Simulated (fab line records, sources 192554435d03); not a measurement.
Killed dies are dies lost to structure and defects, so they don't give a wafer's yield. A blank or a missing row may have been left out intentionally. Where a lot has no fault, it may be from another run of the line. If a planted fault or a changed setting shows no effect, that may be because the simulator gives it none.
A struck lot beside a sound one -- flow n5-finfet -- 38 steps out of a route of 1938
Sound: the wafers L278.1, L278.2, L278.4. Struck: wafer L267.3. (L267.5 of the same lot was not struck and is left out.) The cause comes at the end.
Each step with rows lists, per side, the tool, then ch with its chambers, then its first start. Under that, the readings that differ: sound wafers -- struck wafers -- difference of the means -- sigmas: that difference in standard deviations of wafers without a fault.
alike: readings whose means differ by less than 2 such deviations, and words and numbers that are the same on both sides. not compared: withheld readings, readings that some wafer has no value for, bounds like >300 that may hide the same value, and numbers for which the record gives no deviation and whose values overlap.
The two part at a step that has a row with sigmas, a row that says differs or no value, or rows on one side only. Numbers that don't overlap but have no deviation are shown without sigmas and don't part them. Lack of a reading on every wafer of one side parts them only where that side has two or more wafers.

first, 9 steps without rows for these wafers: N5_BEOL_M4_ANNEAL_95 (time 240 s); N5_BEOL_M4_SPUTTER_96 (material Cu, target thk 4.5 nm, time 8.29 s); N5_BEOL_M4_ECD_50 (material Cu, target thk 300 nm); N5_BEOL_M4_ANNEAL_51 (time 90 s); N5_BEOL_M4_CMP_52 (polishes, stops on SiOC, t overpolish 6.8 s, target thk 40 nm); N5_BEOL_M4_PRE_CLEAN_60 (time 15 s); N5_BEOL_M4_CO_CAP_55 (material Co, precursor CCTBA/H2, target thk 2 nm, time 102.1 s); N5_BEOL_M4_PRE_CLEAN_56 (time 15 s); N5_BEOL_M4_DEP_57 (deposits SiCN from 3MS/NH3, target thk 8 nm, time 14 s).
N5_BEOL_M4_RC_MEAS_101:
  sound on prober-02 ch 0, day 13 23:39; struck on prober-02 ch 0, day 10 03:23
  alike: DIBL_N, DIBL_P, IOFF_N, IOFF_P, ION_N, ION_P, SS_N, SS_P, VT_N, VT_P
then, 24 steps without rows for these wafers: N5_BEOL_M5_ILD_DEP_00 (deposits SiCOH lowk from DEMS/porogen, target thk 140.64 nm, time 25.9 s); N5_BEOL_M5_CURE_79 (cures SiCOH lowk, time 240 s); N5_BEOL_M5_PECVD_70 (deposits SiO2 from TEOS/O2, target thk 16 nm, time 18 s); N5_BEOL_M5_HM_DEP_02 (deposits TiN, target thk 20 nm); N5_BEOL_M5_COAT_59 (time 60 s, resist thk 60 nm); N5_BEOL_M5_COAT_60 (time 60 s, resist thk 12 nm); N5_BEOL_M5_COAT_71 (time 60 s, resist thk 5 nm); N5_BEOL_M5_COAT_05 (resist thk 30 nm); N5_BEOL_M5_EBR_07; N5_BEOL_M5_SOFTBAKE_06 (time 60 s); N5_BEOL_M5_EXPOSE_08 (exposes mask M5, target cd 28 nm); N5_BEOL_M5_PEB_09 (peb time 60 s); N5_BEOL_M5_DEVELOP_10 (develop time 30 s); N5_BEOL_M5_DESCUM_16 (chemistry O2, time 7 s); N5_BEOL_M5_ETCH_72 (etches underlayer in N2/H2, target depth 6.5 nm, time 5.2 s); N5_BEOL_M5_ETCH_61 (etches SiARC in CF4, target depth 15.6 nm, time 26 s); N5_BEOL_M5_ETCH_62 (etches SOC in N2/H2, target depth 75 nm, overetch 15 nm, time 112.5 s); N5_BEOL_M5_STRIP_63 (strips in N2/H2); N5_BEOL_M5_STRIP_73 (strips in N2/H2); N5_BEOL_M5_STRIP_64 (strips in CF4); N5_BEOL_M5_HM_OPEN_17 (chemistry Cl2/BCl3, target TiN, target depth 20 nm, overetch 6 nm); N5_BEOL_M5_STRIP_19 (strips in O2); N5_BEOL_M5_COAT_65 (time 60 s, resist thk 60 nm); N5_BEOL_M5_COAT_66 (time 60 s, resist thk 12 nm).
-- the record jumps here: 3 days lie between the struck wafers' starts before and after (it left off in module BEOL_M5 and takes up again in module BEOL_M14, whose first step shown is number 1767 of the route) --
N5_BEOL_M14_CMP_49: polishes, stops on SiO2, t overpolish 5.2 s, target thk 560 nm.
  sound on cmp-01 ch 0,2,3, day 17 03:37; struck on cmp-01 ch 0, day 13 13:44
reading,sound,struck,difference,sigmas
barrier-field-endpoint-s (s),11.32 11.50 11.25,22.54,+11.18,+43
overpolish-run-s (s),5.221 5.201 5.195,3.452,-1.754,-99 or more
time-to-endpoint-s (s),122 127 124,160,+36,+8
  alike: clearing-platen-rpm, motor-current-A
N5_BEOL_M14_THK_MEAS_50: measures by xrf.
  struck on film-metro-01, day 13 13:57; sound on film-metro-02, day 17 03:55
reading,sound,struck,difference,sigmas
M14_THK (nm),573 590 581,1090,+509,+32
N5_BEOL_M14_INSPECT_55: inspects for defects (darkfield).
  struck on defect-inspect-02, day 13 14:06; sound on defect-inspect-01, day 17 04:05
reading,sound,struck,difference,sigmas
raw-defect-count,39 91 39,6364,+6308,+99 or more
N5_PASSIVATION_PROBE_49:
  struck on prober-01, day 14 17:16; sound on prober-01, day 18 02:58
reading,sound,struck,difference,sigmas
defect-limited-yield (%),90.2 90.7 90.2,0,-90,-65
killed_at_M4_up,23 21 18,1124,+1103,+99 or more
killed-dies,116 110 116,1180,+1066,+63
killed-on-rim,10 8 13,152,+142,+35
killed-open,76 80 81,40,-39,-3
sort_bin_5_function (%),5.5 6.4 5.8,2.8,-3.1,-3
sort-n-pass,1064 1070 1064,0,-1066,-63
sort-yield-pct (%),90.2 90.7 90.2,0,-90,-65
  alike: killed_at_M0_to_M3, killed-at-contacts, killed-at-front-end, killed-at-other, killed-short, sort_bin_6_memory

WHERE THEY PART
At N5_BEOL_M14_CMP_49 first; at N5_PASSIVATION_PROBE_49 last (within this record only).

WHY: the cause the simulator had injected
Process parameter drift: cmp-01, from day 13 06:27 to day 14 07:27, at N5_BEOL_M14_CMP_49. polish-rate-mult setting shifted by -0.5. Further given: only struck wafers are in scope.
